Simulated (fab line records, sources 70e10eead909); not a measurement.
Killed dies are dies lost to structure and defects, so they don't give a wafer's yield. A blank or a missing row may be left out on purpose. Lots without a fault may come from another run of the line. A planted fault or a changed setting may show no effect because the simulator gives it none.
Which tool did it? | flow nand_harc | 13 lots, 39 wafers sampled, at 3 steps of a route of 1302

WHAT THE GAUGES READ, wafer by wafer
NHARC_A_CONTACT_INSPECT_23. Usual: raw_defect_count 498, standard deviation 130.
lot  | measured     | on                | raw_defect_count | flag
L450 | day 22 22:38 | defect_inspect-01 | 353 723 433      |
L451 | day 22 23:04 | defect_inspect-01 | 678 681 1168     |
L455 | day 25 01:56 | defect_inspect-01 | 365 307 438      |
L456 | day 25 03:33 | defect_inspect-01 | 393 407 415      |
L458 | day 26 04:56 | defect_inspect-01 | 608 574 676      |
L464 | day 29 16:17 | defect_inspect-02 | 430 458 368      |
L468 | day 30 04:53 | defect_inspect-01 | 665 560 447      |
L467 | day 30 06:28 | defect_inspect-02 | 309 524 478      |
L466 | day 30 11:31 | defect_inspect-01 | 495 485 482      |
L469 | day 31 02:02 | defect_inspect-01 | 363 450 370      |
L470 | day 31 05:53 | defect_inspect-01 | 686 606 566      |
L472 | day 32 01:34 | defect_inspect-02 | 722 531 857      |
L471 | day 32 03:14 | defect_inspect-01 | 515 526 395      |

WHICH TOOL RAN EACH LOT (tool, then ch and the chambers of the sampled wafers, then the start)
lot  | NHARC_A_CONTACT_ETCH_89                       | NHARC_A_CONTACT_ALD_18
L450 | rie_diel-08 ch 0,3, day 22 21:10 or earlier   | ald_metal-03 ch 2,3, day 22 21:10
L451 | rie_diel-08 ch 0,1, day 22 21:32 or earlier   | ald_metal-01 ch 0,1, day 22 21:32
L455 | rie_diel-08 ch 0,1,2, day 25 00:28 or earlier | ald_metal-01 ch 0,3, day 25 00:28
L456 | rie_diel-08 ch 1,2, day 25 02:04 or earlier   | ald_metal-04 ch 0,1,2, day 25 02:04
L458 | rie_diel-08 ch 0,3, day 26 03:24 or earlier   | ald_metal-01 ch 2,3, day 26 03:24
L464 | rie_diel-08 ch 0,1,2, day 29 14:48 or earlier | ald_metal-01 ch 0,1,2, day 29 14:48
L468 | rie_diel-08 ch 0,3, day 30 03:26 or earlier   | ald_metal-01 ch 0,1,2, day 30 03:26
L467 | rie_diel-08 ch 0,2,3, day 30 04:59 or earlier | ald_metal-03 ch 1,2, day 30 04:59
L466 | rie_diel-08 ch 1,2,3, day 30 09:55 or earlier | ald_metal-04 ch 1,2,3, day 30 09:55
L469 | rie_diel-08 ch 0,3, day 31 00:33 or earlier   | ald_metal-03 ch 0,2,3, day 31 00:33
L470 | rie_diel-08 ch 0,2,3, day 31 04:25 or earlier | ald_metal-01 ch 0,1,3, day 31 04:25
L472 | rie_diel-08 ch 1,2,3, day 32 00:02 or earlier | ald_metal-04 ch 0,1,3, day 32 00:02
L471 | rie_diel-08 ch 0,3, day 32 01:44 or earlier   | ald_metal-03 ch 0,3, day 32 01:44
- NHARC_A_CONTACT_ETCH_89: etches the open film in N2/H2, target depth 260 nm, time 475.3 s.
- NHARC_A_CONTACT_ALD_18: deposits TiN, target thk 3 nm, pulse time 1 s, ald cycles 150.

WHAT THE TOOLS THEMSELVES READ (means of the sampled wafers that have a number; where no wafer has one, the mark that the record gives instead)
NHARC_A_CONTACT_ETCH_89. Usual: drypump_motor_current_A 6.0 A, standard deviation 0.48; oes_product_au 0.996 a.u., standard deviation 0.011; rf_vpp_V 429.2 V, standard deviation 1.6; showerhead_plenum_p_Torr 2.00 Torr, standard deviation 0.053; throttle_valve_pct 14.173 %, standard deviation 0.0088.
lot  | tool        | drypump_motor_current_A (A) | oes_product_au (a.u.) | rf_vpp_V (V) | showerhead_plenum_p_Torr (Torr) | throttle_valve_pct (%) | flag
L450 | rie_diel-08 | 5.9                         | 1.005                 | 429.1        | 1.98                            | 14.176                 |
L451 | rie_diel-08 | 6.0                         | 1.011                 | 429.7        | 1.98                            | 14.172                 |
L455 | rie_diel-08 | 6.0                         | 0.982                 | 429.2        | 1.98                            | 14.164                 |
L456 | rie_diel-08 | 6.3                         | 0.973                 | 428.8        | 1.99                            | 14.173                 |
L458 | rie_diel-08 | 6.2                         | 0.997                 | 429.6        | 2.00                            | 14.172                 |
L464 | rie_diel-08 | 6.0                         | 0.992                 | 428.3        | 1.97                            | 14.176                 |
L468 | rie_diel-08 | 6.2                         | 0.999                 | 429.5        | 1.99                            | 14.167                 |
L467 | rie_diel-08 | 5.9                         | 1.004                 | 428.0        | 1.97                            | 14.171                 |
L466 | rie_diel-08 | 6.3                         | 0.996                 | 428.8        | 1.98                            | 14.172                 |
L469 | rie_diel-08 | 5.9                         | 1.009                 | 428.0        | 1.97                            | 14.165                 |
L470 | rie_diel-08 | 5.9                         | 1.000                 | 428.3        | 1.97                            | 14.179                 |
L472 | rie_diel-08 | 6.2                         | 0.995                 | 428.6        | 1.98                            | 14.172                 |
L471 | rie_diel-08 | 6.2                         | 0.994                 | 429.0        | 1.99                            | 14.175                 |

NHARC_A_CONTACT_ALD_18. Usual: heater_power_w 1124 W, standard deviation 140; precursor_pulse_height_rel 1.001, standard deviation 0.021.
lot  | tool         | heater_power_w (W) | precursor_pulse_height_rel | flag
L450 | ald_metal-03 | 1036               | 0.995                      |
L451 | ald_metal-01 | 1104               | 1.025                      |
L455 | ald_metal-01 | 1149               | 1.012                      |
L456 | ald_metal-04 | 1247               | 0.980                      |
L458 | ald_metal-01 | 1120               | 0.985                      |
L464 | ald_metal-01 | 1071               | 0.986                      |
L468 | ald_metal-01 | 1071               | 0.992                      |
L467 | ald_metal-03 | 1145               | 0.991                      |
L466 | ald_metal-04 | 1329               | 1.008                      |
L469 | ald_metal-03 | 992                | 1.023                      |
L470 | ald_metal-01 | 1058               | 0.982                      |
L472 | ald_metal-04 | 1265               | 0.979                      |
L471 | ald_metal-03 | 933                | 1.018                      |

THE ANSWER, worked out from the rows above alone
Rule: a lot is off if the mean of its wafers that have a number lies more than 3 standard deviations from the usual mean. A lot without any number at a reading at which 4 lots or more have one is off too. The other lots that the step has rows for count as sound. The gauges are gone through in route order, then the tools' own readings, and for those a lot's mean is taken as printed above. The first step at which some lot is off is used, and at that step the reading that is off furthest; a lot without a number counts as furthest.
No lot is off at any reading shown: from this, nothing can be told.

WHAT THE SIMULATOR HAD PUT IN
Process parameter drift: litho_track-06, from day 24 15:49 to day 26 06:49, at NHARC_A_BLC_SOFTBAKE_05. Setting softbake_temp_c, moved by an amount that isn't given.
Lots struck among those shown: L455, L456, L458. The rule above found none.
